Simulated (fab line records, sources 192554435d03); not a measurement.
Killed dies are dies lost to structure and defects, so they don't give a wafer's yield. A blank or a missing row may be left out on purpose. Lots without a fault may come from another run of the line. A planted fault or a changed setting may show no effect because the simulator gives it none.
A struck lot beside a sound one | flow n5_finfet | 37 steps out of a route of 1938
Sound: wafers L146.2, L146.5, L146.6. Struck: wafers L157.1, L157.2, L157.4. The cause comes at the end.
At each step with rows: each side's tool, then ch and its chambers, then its first start. Under that, the readings that differ: sound wafers | struck wafers | difference of the means | sigmas: that difference in standard deviations of wafers without a fault.
alike: readings whose means differ by less than 2 such deviations, and words and numbers that are the same on both sides. not compared: withheld readings, readings that some wafer has no value for, bounds like >300 that may hide the same value, and numbers for which the record gives no deviation and whose values overlap.
The two part at a step that has a row with sigmas, a row that says differs or no value, or rows on one side only. Numbers that don't overlap but have no deviation are shown without sigmas and don't part them. A reading that every wafer of one side lacks parts them only if that side has two wafers or more.

first, 9 steps without rows for these wafers: N5_PMOS_HMC_CHANNEL_EPI_PRECLEAN_40 (cleans in DHF, time 30 s); N5_PMOS_HMC_CHANNEL_EPI_PRECLEAN_37 (cleans in O3/DIW, time 45 s); N5_PMOS_HMC_CHANNEL_EPI_PRECLEAN_24 (cleans in DHF, time 30 s); N5_PMOS_HMC_CHANNEL_EPI_SRD_25 (time 30 s); N5_PMOS_HMC_CHANNEL_EPI_EPI_26 (deposits Si from SiH4/H2, target thk 3.8 nm, time 22.7 s); N5_FIN_SAQP_PRECLEAN_42 (cleans in O3/DIW, time 60 s); N5_FIN_SAQP_PRECLEAN_00 (cleans in SC1, time 60 s); N5_FIN_SAQP_PRECLEAN_44 (cleans in SC2, time 45 s); N5_FIN_SAQP_SRD_01 (time 30 s).
N5_FIN_SAQP_ALD_61: deposits SiO2, target thk 4 nm, pulse time 1 s, purge time 2 s.
  sound on ald_sin-04 ch 0,1, day 3 02:43; struck on ald_sin-04 ch 1,2,3, day 5 20:59
  reading                                   | sound                | struck               | difference | sigmas
  heater_power_w (W)                        | 494 450 474          | 361 344 449          | -88        | -2
  susceptor_temp_C (C)                      | 299.86 299.87 299.98 | 272.53 272.37 272.19 | -27.54     | -99 or more
  model.SiO2_of_FIN_SAQP_ALD_61.thk_nm (nm) | 4.003 3.986 4        | 4.421 4.407 4.434    | +0.424     |
  alike: chamber_pressure_Torr, precursor_pulse_height_rel
then, 24 steps without rows for these wafers: N5_FIN_SAQP_DENSIFY_62 (time 60 s); N5_FIN_SAQP_HM_DEP_03 (deposits SiNx from SiH4/NH3/N2, target thk 38 nm, time 33.6 s); N5_FIN_SAQP_PECVD_47 (deposits a-Si from SiH4/He, target thk 45 nm, time 36.3 s); N5_FIN_SAQP_PECVD_48 (deposits SiNx from SiH4/NH3/N2, target thk 25 nm, time 22.1 s); N5_FIN_SAQP_PECVD_06 (deposits a-Si from SiH4/He, target thk 60 nm, time 48.1 s); N5_FIN_SAQP_HM_DEP_72 (deposits SiO2 from SiH4/N2O, target thk 12 nm, time 7.2 s); N5_FIN_SAQP_COAT_49 (time 60 s, resist thk 100 nm); N5_FIN_SAQP_COAT_50 (time 60 s, resist thk 35 nm); N5_FIN_SAQP_COAT_10 (resist thk 90 nm); N5_FIN_SAQP_EBR_12; N5_FIN_SAQP_SOFTBAKE_11 (time 60 s); N5_FIN_SAQP_EXPOSE_13 (exposes mask FIN CORE, target cd 35.6 nm); N5_FIN_SAQP_PEB_14 (peb time 60 s); N5_FIN_SAQP_DEVELOP_15 (develop time 30 s); N5_FIN_SAQP_DESCUM_21 (chemistry O2, time 7.9 s); N5_FIN_SAQP_ETCH_51 (etches SiARC in CF4, target depth 45.5 nm, time 75.8 s); N5_FIN_SAQP_ETCH_52 (etches SOC in N2/H2, target depth 100 nm, overetch 20 nm, time 150 s); N5_FIN_SAQP_STRIP_53 (strips in N2/H2); N5_FIN_SAQP_HM_OPEN_73 (chemistry CHF3/O2, target SiO2, stops on a-Si, target depth 12 nm, time 16.8 s); N5_FIN_SAQP_STRIP_74 (strips in CHF3/O2); N5_FIN_SAQP_MANDREL_ETCH_22 (etches a-Si in HBr/Cl2, stops on SiNx, target depth 60 nm, bt time 10 s, time 30 s); N5_FIN_SAQP_STRIP_55 (strips in N2/H2); N5_FIN_SAQP_STRIP_23 (strips in SPM, time 750 s); N5_FIN_SAQP_SRD_66 (time 30 s).
N5_FIN_CUT_CUT_ETCH_27: etches SiO2 in CHF3/O2, target depth 4 nm, overetch 2 nm, time 4.9 s.
  sound on rie_diel-01 ch 2,3, day 3 09:37; struck on rie_diel-03 ch 0,2,3, day 6 03:32
  reading                  | sound         | struck            | difference | sigmas
  model.etch.depth_nm (nm) | 4.003 3.986 4 | 4.421 4.407 4.434 | +0.424     |
  alike: bias_w, drypump_motor_current_A, oes_product_au, rf_vpp_V, showerhead_plenum_p_Torr, throttle_valve_pct
  not compared: rf_hours_counter_h
N5_STI_FIN_REVEAL_STRIP_16: strips SiNx in H3PO4, target depth 23.8 nm.
  sound on wet_bench-05 ch 0,4,7, day 3 18:29; struck on wet_bench-06 ch 1,4,5, day 6 12:32
  reading                                   | sound       | struck      | difference | sigmas
  model.SiO2_of_FIN_SAQP_ALD_61.thk_nm (nm) | 3.8 3.8 3.8 | 4.2 4.2 4.2 | +0.4       |
-- the record jumps here: 9 days lie between the struck wafers' starts before and after (it left off in module STI_FIN_REVEAL and takes up again in module BEOL_M4, whose first step shown is number 1111 of the route) --
N5_BEOL_M4_RC_MEAS_101:
  sound on prober-01 ch 0, day 11 10:23; struck on prober-01 ch 0, day 15 15:17
  alike: DIBL_N, DIBL_P, IOFF_N, IOFF_P, ION_N, ION_P, SS_N, SS_P, VT_N, VT_P

WHERE THEY PART
Only at N5_FIN_SAQP_ALD_61, within this record. Later steps at which nothing parts them and some readings are alike: N5_FIN_CUT_CUT_ETCH_27, N5_BEOL_M4_RC_MEAS_101.

WHY: what the simulator had put in
Process parameter drift: ald_sin-04, from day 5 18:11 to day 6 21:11, at N5_FIN_SAQP_ALD_61. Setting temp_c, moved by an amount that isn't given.
